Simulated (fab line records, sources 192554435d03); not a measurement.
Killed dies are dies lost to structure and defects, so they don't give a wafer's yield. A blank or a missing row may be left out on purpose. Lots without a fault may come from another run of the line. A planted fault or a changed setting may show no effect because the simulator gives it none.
A struck lot beside a sound one | flow n5_finfet | 40 steps out of a route of 1938
Sound: wafers L581.2, L581.3, L581.6. Struck: wafers L590.2, L590.4. The cause comes at the end.
At each step with rows: each side's tool, then ch and its chambers, then its first start. Under that, the readings that differ: sound wafers | struck wafers | difference of the means | sigmas: that difference in standard deviations of wafers without a fault.
alike: readings whose means differ by less than 2 such deviations, and words and numbers that are the same on both sides. not compared: withheld readings, readings that some wafer has no value for, bounds like >300 that may hide the same value, and numbers for which the record gives no deviation and whose values overlap.
The two part at a step that has a row with sigmas, a row that says differs or no value, or rows on one side only. Numbers that don't overlap but have no deviation are shown without sigmas and don't part them. A reading that every wafer of one side lacks parts them only if that side has two wafers or more.

first, 9 steps without rows for these wafers: N5_BEOL_M4_ANNEAL_95 (time 240 s); N5_BEOL_M4_SPUTTER_96 (material Cu, target thk 4.5 nm, time 8.29 s); N5_BEOL_M4_ECD_50 (material Cu, target thk 300 nm); N5_BEOL_M4_ANNEAL_51 (time 90 s); N5_BEOL_M4_CMP_52 (polishes, stops on SiOC, t overpolish 6.8 s, target thk 40 nm); N5_BEOL_M4_PRE_CLEAN_60 (time 15 s); N5_BEOL_M4_CO_CAP_55 (material Co, precursor CCTBA/H2, target thk 2 nm, time 102.1 s); N5_BEOL_M4_PRE_CLEAN_56 (time 15 s); N5_BEOL_M4_DEP_57 (deposits SiCN from 3MS/NH3, target thk 8 nm, time 14 s).
N5_BEOL_M4_RC_MEAS_101:
  sound on prober-01 ch 0, day 10 13:56; struck on prober-01 ch 0, day 13 11:36
  alike: DIBL_N, DIBL_P, IOFF_N, IOFF_P, ION_N, ION_P, SS_N, SS_P, VT_N, VT_P
then, 24 steps without rows for these wafers: N5_BEOL_M5_ILD_DEP_00 (deposits SiCOH lowk from DEMS/porogen, target thk 140.64 nm, time 25.9 s); N5_BEOL_M5_CURE_79 (cures SiCOH lowk, time 240 s); N5_BEOL_M5_PECVD_70 (deposits SiO2 from TEOS/O2, target thk 16 nm, time 18 s); N5_BEOL_M5_HM_DEP_02 (deposits TiN, target thk 20 nm); N5_BEOL_M5_COAT_59 (time 60 s, resist thk 60 nm); N5_BEOL_M5_COAT_60 (time 60 s, resist thk 12 nm); N5_BEOL_M5_COAT_71 (time 60 s, resist thk 5 nm); N5_BEOL_M5_COAT_05 (resist thk 30 nm); N5_BEOL_M5_EBR_07; N5_BEOL_M5_SOFTBAKE_06 (time 60 s); N5_BEOL_M5_EXPOSE_08 (exposes mask M5, target cd 28 nm); N5_BEOL_M5_PEB_09 (peb time 60 s); N5_BEOL_M5_DEVELOP_10 (develop time 30 s); N5_BEOL_M5_DESCUM_16 (chemistry O2, time 7 s); N5_BEOL_M5_ETCH_72 (etches underlayer in N2/H2, target depth 6.5 nm, time 5.2 s); N5_BEOL_M5_ETCH_61 (etches SiARC in CF4, target depth 15.6 nm, time 26 s); N5_BEOL_M5_ETCH_62 (etches SOC in N2/H2, target depth 75 nm, overetch 15 nm, time 112.5 s); N5_BEOL_M5_STRIP_63 (strips in N2/H2); N5_BEOL_M5_STRIP_73 (strips in N2/H2); N5_BEOL_M5_STRIP_64 (strips in CF4); N5_BEOL_M5_HM_OPEN_17 (chemistry Cl2/BCl3, target TiN, target depth 20 nm, overetch 6 nm); N5_BEOL_M5_STRIP_19 (strips in O2); N5_BEOL_M5_COAT_65 (time 60 s, resist thk 60 nm); N5_BEOL_M5_COAT_66 (time 60 s, resist thk 12 nm).
-- the record jumps here: 3 days lie between the struck wafers' starts before and after (it left off in module BEOL_M5 and takes up again in module BEOL_M11, whose first step shown is number 1554 of the route) --
N5_BEOL_M11_ETCH_62: etches SOC in N2/H2, target depth 110 nm, overetch 22 nm, time 165 s.
  sound on rie_diel-06 ch 2,3, day 13 07:49; struck on rie_diel-06 ch 2,3, day 16 03:10
  reading                                     | sound             | struck      | difference | sigmas
  oes_product_au (a.u.)                       | 0.81 0.65 0.81    | 0.52 0.63   | -0.18      | -3
  model.etch.depth_nm (nm)                    | 99.82 99.76 100.2 | 66.41 67.99 | -32.73     |
  model.SiARC_of_BEOL_M11_COAT_60.thk_nm (nm) | 23.4 23.6 23.6    | 26.8 26.6   | +3.2       |
  model.BEOL_M11.cd_offset_nm (nm)            | -0.6 -0.8 -0.6    | -2 -1.2     | -1         |
  alike: drypump_motor_current_A, rf_vpp_V, showerhead_plenum_p_Torr, throttle_valve_pct
  not compared: rf_hours_counter_h
N5_BEOL_M11_HM_OPEN_17: chemistry Cl2/BCl3, target TiN, target depth 20 nm, overetch 6 nm.
  sound on rie_metal-01 ch 0,1, day 13 08:00; struck on rie_metal-03 ch 0,1, day 16 03:20
  reading                          | sound             | struck      | difference | sigmas
  oes_product_au (a.u.)            | 0.74 0.78 0.74    | 0.28 0.28   | -0.47      | -7
  throttle_valve_pct (%)           | 22.12 21.88 22.10 | 23.06 22.70 | +0.85      | +6
  model.BEOL_M11.cd_offset_nm (nm) | -0.6 -0.8 -0.4    | -2 -1.2     | -1         |
  alike: drypump_motor_current_A
  not compared: rf_hours_counter_h
N5_BEOL_M11_CD_MEAS_18: pitch 140 nm, target cd 70 nm.
  sound on cd_sem-02, day 13 08:11; struck on cd_sem-03, day 16 03:31
  reading    | sound          | struck | difference                    | sigmas
  cd_nm (nm) | 69.3 69.4 69.6 | - -    | no value on the struck wafers |
N5_BEOL_M11_VIA_ETCH_34: etches SiCOH lowk in C4F6/O2, target depth 184.5 nm, time 69.2 s.
  sound on rie_diel-06 ch 0,3, day 13 10:41; struck on rie_diel-06 ch 2,3, day 16 04:41
  reading               | sound          | struck    | difference | sigmas
  oes_product_au (a.u.) | 0.97 0.76 0.97 | 0.28 0.35 | -0.58      | -7
  alike: drypump_motor_current_A, rf_vpp_V, showerhead_plenum_p_Torr, throttle_valve_pct
  not compared: rf_hours_counter_h
N5_BEOL_M11_OCD_MEAS_38:
  sound on ocd-01, day 13 10:59; struck on ocd-01, day 16 04:58
  reading              | sound             | struck | difference                    | sigmas
  trench_depth_nm (nm) | 150.3 145.1 151.6 | - -    | no value on the struck wafers |
N5_PASSIVATION_PROBE_49:
  the record has rows for the struck wafers here (prober-02, day 18 01:54) and none for the sound ones

WHERE THEY PART
First at N5_BEOL_M11_ETCH_62; last, within this record, at N5_PASSIVATION_PROBE_49.

WHY: what the simulator had put in
Process parameter drift: rie_diel-06, from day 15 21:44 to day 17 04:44, at N5_BEOL_M11_ETCH_62. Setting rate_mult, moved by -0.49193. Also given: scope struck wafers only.
